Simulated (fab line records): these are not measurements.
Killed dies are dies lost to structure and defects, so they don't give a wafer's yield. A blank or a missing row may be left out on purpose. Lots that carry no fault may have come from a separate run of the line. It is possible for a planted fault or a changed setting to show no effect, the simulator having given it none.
Comparing a struck lot with a sound one || flow n5-finfet || 22 steps out of a route of 1938
Sound: the wafers L298.1, L298.4, L298.6. Struck: wafers L306.1, L306.6 (left out: L306.5, a lot-mate that was not struck); the cause follows at the end.
Each step with rows lists, per side, the tool, then ch with its chambers, then its first start. Under that, the readings that differ: sound wafers || struck wafers || difference of the means || sigmas: that difference in standard deviations of wafers without a fault.
alike: readings with means less than 2 such deviations apart, plus words and numbers identical on both sides. not compared: withheld readings, readings lacking a value on some wafer, bounds such as >300 that could conceal the same value, and numbers that have no deviation in the record and whose values overlap.
Wherever a step has rows on one side only, a row that says differs or no value, or a row with sigmas, the two part there. When numbers do not overlap yet have no deviation, they are printed without sigmas and do not part them. Lack of a reading on every wafer of one side parts them only where that side has two or more wafers.

first, 7 steps without rows for these wafers: N5_SD_EPI_N_COAT_33 (time 60 s, resist thk 35 nm); N5_SD_EPI_N_COAT_03 (resist thk 150 nm); N5_SD_EPI_N_EBR_05; N5_SD_EPI_N_SOFTBAKE_04 (time 60 s); N5_SD_EPI_N_EXPOSE_06 (exposes mask SD N BLK, target cd 120 nm); N5_SD_EPI_N_PEB_07 (peb time 60 s); N5_SD_EPI_N_DEVELOP_08 (develop time 30 s).
N5_SD_EPI_N_CD_MEAS_09 targets a cd of 120 nm.
  sound on cd-sem-03 ch 0, day 3 17:47; struck on cd-sem-03 ch 0, day 5 21:37
  alike: cd-nm
N5_SD_EPI_N_OVL_MEAS_10:
  sound on overlay-02 ch 0, day 3 17:49; struck on overlay-01 ch 0, day 5 21:38
  alike: SD_N_BLK_OVL
N5_SD_EPI_N_INSPECT_11: inspects for defects (macro).
  sound: defect-inspect-01 at day 3 17:50; struck: defect-inspect-02 at day 5 21:40
  alike: raw-defect-count
N5_SD_EPI_N_DESCUM_14: chemistry O2, time 7.9 s.
  sound on rie-diel-04 ch 0,3, day 3 17:58; struck on rie-diel-03 ch 3, day 5 22:04
{"reading": "showerhead-plenum-p-Torr (Torr)", "sound": "2.08 2.19 2.19", "struck": "1.98 1.98", "difference": -0.17, "sigmas": -3}
{"reading": "throttle-valve-pct (%)", "sound": "20.94 20.82 20.81", "struck": "20.04 20.05", "difference": -0.81, "sigmas": -3}
  alike: drypump-motor-current-A, oes-product-au, rf-vpp-V
  not compared: rf-hours-counter-h
N5_SD_EPI_N_ETCH_34: etches SiARC in CF4, target depth 45.5 nm, time 75.8 s.
  sound on rie-diel-04 ch 0,3, day 3 18:00; struck on rie-diel-03 ch 3, day 5 22:07
{"reading": "throttle-valve-pct (%)", "sound": "16.04 15.87 15.86", "struck": "15.52 15.50", "difference": -0.41, "sigmas": -3}
  alike: drypump-motor-current-A, etch-rf-on-time-s, oes-product-au, rf-fwd-power-W, rf-vpp-V, showerhead-plenum-p-Torr
  not compared: rf-hours-counter-h
N5_SD_EPI_N_ETCH_35: etches SOC in N2/H2, overetch 108 nm, time 486 s.
  sound on rie-diel-04 ch 0,3, day 3 18:03; struck on rie-diel-03 ch 3, day 5 22:10
{"reading": "rf-fwd-power-W (W)", "sound": "3000 3003 3005", "struck": "3702 3712", "difference": "+704", "sigmas": "+87"}
{"reading": "rf-vpp-V (V)", "sound": "240.1 242.8 241.8", "struck": "223.7 223.1", "difference": -18.2, "sigmas": -15}
{"reading": "showerhead-plenum-p-Torr (Torr)", "sound": "2.49 2.66 2.66", "struck": "2.43 2.43", "difference": -0.17, "sigmas": -2}
{"reading": "throttle-valve-pct (%)", "sound": "23.88 24.25 24.24", "struck": "23.36 23.34", "difference": -0.77, "sigmas": -3}
{"reading": "model.SD_EPI_N.cd-nm (nm)", "sound": "121.6 120.2 118.2", "struck": "123.8 122", "difference": "+2.9", "sigmas": ""}
{"reading": "model.SiARC_of_SD_EPI_N_COAT_33.thk-nm (nm)", "sound": "19.4 20.4 20.6", "struck": "17.4 17.4", "difference": -2.7, "sigmas": ""}
  alike: drypump-motor-current-A, oes-product-au
  not compared: rf-hours-counter-h
then, 1 step without rows for these wafers: N5_SD_EPI_N_STRIP_36 (strips in N2/H2).
N5_SD_EPI_N_ETCHBACK_44: etches SiNx in CH3F/O2, stops on SiO2, target depth 14.5 nm.
  sound on rie-diel-04 ch 0,3, day 3 18:23; struck on rie-diel-03 ch 3, day 5 22:29
{"reading": "throttle-valve-pct (%)", "sound": "16.75 16.53 16.54", "struck": "16.26 16.27", "difference": -0.34, "sigmas": -2}
  alike: drypump-motor-current-A, oes_o_777_au, oes-product-au, rf-vpp-V, showerhead-plenum-p-Torr
  not compared: rf-hours-counter-h
N5_SD_EPI_N_ETCH_45: etches SiOCN in CH3F/O2, target depth 6 nm.
  sound on rie-diel-04 ch 0,3, day 3 18:29; struck on rie-diel-03 ch 3, day 5 22:35
  alike: drypump-motor-current-A, oes-product-au, rf-fwd-power-W, rf-vpp-V, showerhead-plenum-p-Torr, throttle-valve-pct
  not compared: rf-hours-counter-h
N5_SD_EPI_N_ETCH_16: etches SiO2 in CHF3/O2, target depth 5 nm.
  sound on rie-diel-04 ch 0,3, day 3 18:35; struck on rie-diel-03 ch 3, day 5 22:41
{"reading": "model.SiARC_of_SD_EPI_N_COAT_33.thk-nm (nm)", "sound": "12 13.2 13.4", "struck": "10.4 10.4", "difference": -2.5, "sigmas": ""}
  alike: drypump-motor-current-A, oes_o_777_au, oes-product-au, rf-fwd-power-W, rf-vpp-V, showerhead-plenum-p-Torr, throttle-valve-pct
  not compared: rf-hours-counter-h
then, 1 step without rows for these wafers: N5_SD_EPI_N_STRIP_47 (strips in CHF3/O2).
N5_SD_EPI_N_SD_RECESS_17: chemistry HBr/Cl2/O2, target depth 41 nm, time 23.7 s, bt time 3 s.
  sound on rie-si-03 ch 1,2,3, day 3 18:39; struck on rie-si-06 ch 2,3, day 5 22:46
{"reading": "model.SD_EPI_N.cd-nm (nm)", "sound": "121.8 120.2 118.2", "struck": "124.2 122.2", "difference": "+3.1", "sigmas": ""}
  alike: drypump-motor-current-A, oes_o_777_au, oes-product-au, throttle-valve-pct
  not compared: rf-hours-counter-h
N5_SD_EPI_N_STRIP_38: strips in N2/H2.
  sound on plasma-asher-02 ch 0,1, day 3 18:44; struck on plasma-asher-02 ch 1, day 5 22:51
  alike: drypump-motor-current-A, heater-power-w, oes-product-au
  not compared: rf-hours-counter-h
-- here the record skips 8 days between the struck wafers' starts before and after, leaving off in module SD_EPI_N and picking up in module BEOL_M4 (first step shown: number 1111 of the route) --
N5_BEOL_M4_RC_MEAS_101:
  sound on prober-01 ch 0, day 11 19:55; struck on prober-02 ch 0, day 14 05:25
  alike: DIBL_N, DIBL_P, IOFF_N, IOFF_P, ION_N, ION_P, SS_N, SS_P, VT_N, VT_P
next, for these wafers, 1 step has no rows: N5_PASSIVATION_PROBE_49.

== WHERE THEY PART ==
Last at N5_SD_EPI_N_ETCHBACK_44 as far as this record goes, first at N5_SD_EPI_N_DESCUM_14. Later steps at which nothing parts them and some readings are alike: N5_SD_EPI_N_ETCH_45, N5_SD_EPI_N_ETCH_16, N5_SD_EPI_N_SD_RECESS_17, N5_SD_EPI_N_STRIP_38, N5_BEOL_M4_RC_MEAS_101.

WHY: the cause the simulator had injected
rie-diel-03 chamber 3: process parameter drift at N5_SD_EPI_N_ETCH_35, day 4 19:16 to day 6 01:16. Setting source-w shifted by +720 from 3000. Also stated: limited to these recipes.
